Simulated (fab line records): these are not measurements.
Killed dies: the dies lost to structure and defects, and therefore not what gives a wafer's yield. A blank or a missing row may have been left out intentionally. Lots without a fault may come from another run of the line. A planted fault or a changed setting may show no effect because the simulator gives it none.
Chamber matching / flow n5-finfet / N5_BEOL_M0_SAQP_ETCH_84 on rie-diel-03 has 4 sister chambers
The step etches SOC in N2/H2, target depth 100 nm, overetch 20 nm, time 150 s. 27 wafers are shown with their chamber, then 12 later ones without.

## WAFERS, EACH WITH ITS CHAMBER
wafer=L075.3; chamber=1; drypump-motor-current-A (A)=6.4; throttle-valve-pct (%)=18.18; showerhead-plenum-p-Torr (Torr)=2.64
wafer=L075.4; chamber=0; drypump-motor-current-A (A)=5.9; throttle-valve-pct (%)=18.00; showerhead-plenum-p-Torr (Torr)=2.66
wafer=L075.5; chamber=1; drypump-motor-current-A (A)=6.4; throttle-valve-pct (%)=18.17; showerhead-plenum-p-Torr (Torr)=2.65
wafer=L076.1; chamber=0; drypump-motor-current-A (A)=5.9; throttle-valve-pct (%)=18.01; showerhead-plenum-p-Torr (Torr)=2.66
wafer=L076.2; chamber=2; drypump-motor-current-A (A)=5.7; throttle-valve-pct (%)=18.09; showerhead-plenum-p-Torr (Torr)=2.59
wafer=L076.3; chamber=1; drypump-motor-current-A (A)=6.4; throttle-valve-pct (%)=18.20; showerhead-plenum-p-Torr (Torr)=2.64
wafer=L078.1; chamber=0; drypump-motor-current-A (A)=5.9; throttle-valve-pct (%)=18.02; showerhead-plenum-p-Torr (Torr)=2.66
wafer=L078.3; chamber=2; drypump-motor-current-A (A)=5.6; throttle-valve-pct (%)=18.10; showerhead-plenum-p-Torr (Torr)=2.58
wafer=L078.4; chamber=0; drypump-motor-current-A (A)=5.9; throttle-valve-pct (%)=18.02; showerhead-plenum-p-Torr (Torr)=2.66
wafer=L079.2; chamber=0; drypump-motor-current-A (A)=5.9; throttle-valve-pct (%)=17.99; showerhead-plenum-p-Torr (Torr)=2.66
wafer=L079.3; chamber=2; drypump-motor-current-A (A)=5.6; throttle-valve-pct (%)=18.12; showerhead-plenum-p-Torr (Torr)=2.58
wafer=L079.4; chamber=3; drypump-motor-current-A (A)=5.9; throttle-valve-pct (%)=18.49; showerhead-plenum-p-Torr (Torr)=2.65
wafer=L083.2; chamber=0; drypump-motor-current-A (A)=5.9; throttle-valve-pct (%)=18.03; showerhead-plenum-p-Torr (Torr)=2.65
wafer=L083.3; chamber=2; drypump-motor-current-A (A)=5.6; throttle-valve-pct (%)=18.13; showerhead-plenum-p-Torr (Torr)=2.58
wafer=L083.6; chamber=0; drypump-motor-current-A (A)=5.9; throttle-valve-pct (%)=18.04; showerhead-plenum-p-Torr (Torr)=2.65
wafer=L086.3; chamber=1; drypump-motor-current-A (A)=6.5; throttle-valve-pct (%)=18.19; showerhead-plenum-p-Torr (Torr)=2.64
wafer=L086.4; chamber=3; drypump-motor-current-A (A)=5.9; throttle-valve-pct (%)=18.52; showerhead-plenum-p-Torr (Torr)=2.64
wafer=L086.5; chamber=1; drypump-motor-current-A (A)=6.4; throttle-valve-pct (%)=18.20; showerhead-plenum-p-Torr (Torr)=2.64
wafer=L087.3; chamber=3; drypump-motor-current-A (A)=5.9; throttle-valve-pct (%)=18.54; showerhead-plenum-p-Torr (Torr)=2.64
wafer=L087.4; chamber=1; drypump-motor-current-A (A)=6.5; throttle-valve-pct (%)=18.19; showerhead-plenum-p-Torr (Torr)=2.64
wafer=L087.5; chamber=1; drypump-motor-current-A (A)=6.4; throttle-valve-pct (%)=18.19; showerhead-plenum-p-Torr (Torr)=2.64
wafer=L089.2; chamber=0; drypump-motor-current-A (A)=5.9; throttle-valve-pct (%)=18.07; showerhead-plenum-p-Torr (Torr)=2.65
wafer=L089.5; chamber=0; drypump-motor-current-A (A)=5.9; throttle-valve-pct (%)=18.05; showerhead-plenum-p-Torr (Torr)=2.65
wafer=L089.6; chamber=1; drypump-motor-current-A (A)=6.5; throttle-valve-pct (%)=18.19; showerhead-plenum-p-Torr (Torr)=2.64
wafer=L090.4; chamber=2; drypump-motor-current-A (A)=5.6; throttle-valve-pct (%)=18.15; showerhead-plenum-p-Torr (Torr)=2.57
wafer=L090.5; chamber=2; drypump-motor-current-A (A)=5.7; throttle-valve-pct (%)=18.14; showerhead-plenum-p-Torr (Torr)=2.57
wafer=L090.6; chamber=1; drypump-motor-current-A (A)=6.4; throttle-valve-pct (%)=18.18; showerhead-plenum-p-Torr (Torr)=2.64

SIGNATURES (means of the wafers above)
reading=drypump-motor-current-A; chamber 0=5.900; chamber 1=6.433; chamber 2=5.633; chamber 3=5.900; scatter within a chamber=0.0381
reading=throttle-valve-pct; chamber 0=18.0256; chamber 1=18.1878; chamber 2=18.1217; chamber 3=18.5167; scatter within a chamber=0.0206
reading=showerhead-plenum-p-Torr; chamber 0=2.6556; chamber 1=2.6411; chamber 2=2.5783; chamber 3=2.6433; scatter within a chamber=0.00536
Rule: for each reading, subtract the chamber's mean from the wafer's reading, divide by that reading's scatter and square the result; add these up over the readings and take the root, which gives the wafer's distance from the chamber. If the next closest chamber is less than 2 further off than the closest, the wafer can't be placed; otherwise it belongs to the closest. The scatter: take each reading less its chamber's mean, square it, sum over the shown wafers, divide by the number of wafers less the number of chambers, and take the root.

## WAFERS WHOSE CHAMBER IS MISSING
wafer=L092.1; drypump-motor-current-A (A)=5.9; throttle-valve-pct (%)=18.56; showerhead-plenum-p-Torr (Torr)=2.64
wafer=L092.2; drypump-motor-current-A (A)=5.6; throttle-valve-pct (%)=18.15; showerhead-plenum-p-Torr (Torr)=2.57
wafer=L092.5; drypump-motor-current-A (A)=5.9; throttle-valve-pct (%)=18.53; showerhead-plenum-p-Torr (Torr)=2.64
wafer=L094.2; drypump-motor-current-A (A)=5.7; throttle-valve-pct (%)=18.16; showerhead-plenum-p-Torr (Torr)=2.57
wafer=L094.3; drypump-motor-current-A (A)=6.4; throttle-valve-pct (%)=18.21; showerhead-plenum-p-Torr (Torr)=2.64
wafer=L094.4; drypump-motor-current-A (A)=5.9; throttle-valve-pct (%)=18.56; showerhead-plenum-p-Torr (Torr)=2.64
wafer=L095.4; drypump-motor-current-A (A)=5.9; throttle-valve-pct (%)=18.56; showerhead-plenum-p-Torr (Torr)=2.64
wafer=L095.5; drypump-motor-current-A (A)=5.9; throttle-valve-pct (%)=18.06; showerhead-plenum-p-Torr (Torr)=2.64
wafer=L095.6; drypump-motor-current-A (A)=5.9; throttle-valve-pct (%)=18.55; showerhead-plenum-p-Torr (Torr)=2.64
wafer=L096.1; drypump-motor-current-A (A)=5.9; throttle-valve-pct (%)=18.07; showerhead-plenum-p-Torr (Torr)=2.64
wafer=L096.3; drypump-motor-current-A (A)=6.4; throttle-valve-pct (%)=18.22; showerhead-plenum-p-Torr (Torr)=2.63
wafer=L096.5; drypump-motor-current-A (A)=5.9; throttle-valve-pct (%)=18.07; showerhead-plenum-p-Torr (Torr)=2.64

## WHICH CHAMBER EACH ONE RAN IN
wafer=L092.1; from the rows above=3; in truth=3
wafer=L092.2; from the rows above=2; in truth=2
wafer=L092.5; from the rows above=3; in truth=3
wafer=L094.2; from the rows above=2; in truth=2
wafer=L094.3; from the rows above=1; in truth=1
wafer=L094.4; from the rows above=3; in truth=3
wafer=L095.4; from the rows above=3; in truth=3
wafer=L095.5; from the rows above=0; in truth=0
wafer=L095.6; from the rows above=3; in truth=3
wafer=L096.1; from the rows above=0; in truth=0
wafer=L096.3; from the rows above=1; in truth=1
wafer=L096.5; from the rows above=0; in truth=0
Correct placement for 12 of the 12. Left unplaced by these rows: 0. Placed wrongly: 0.
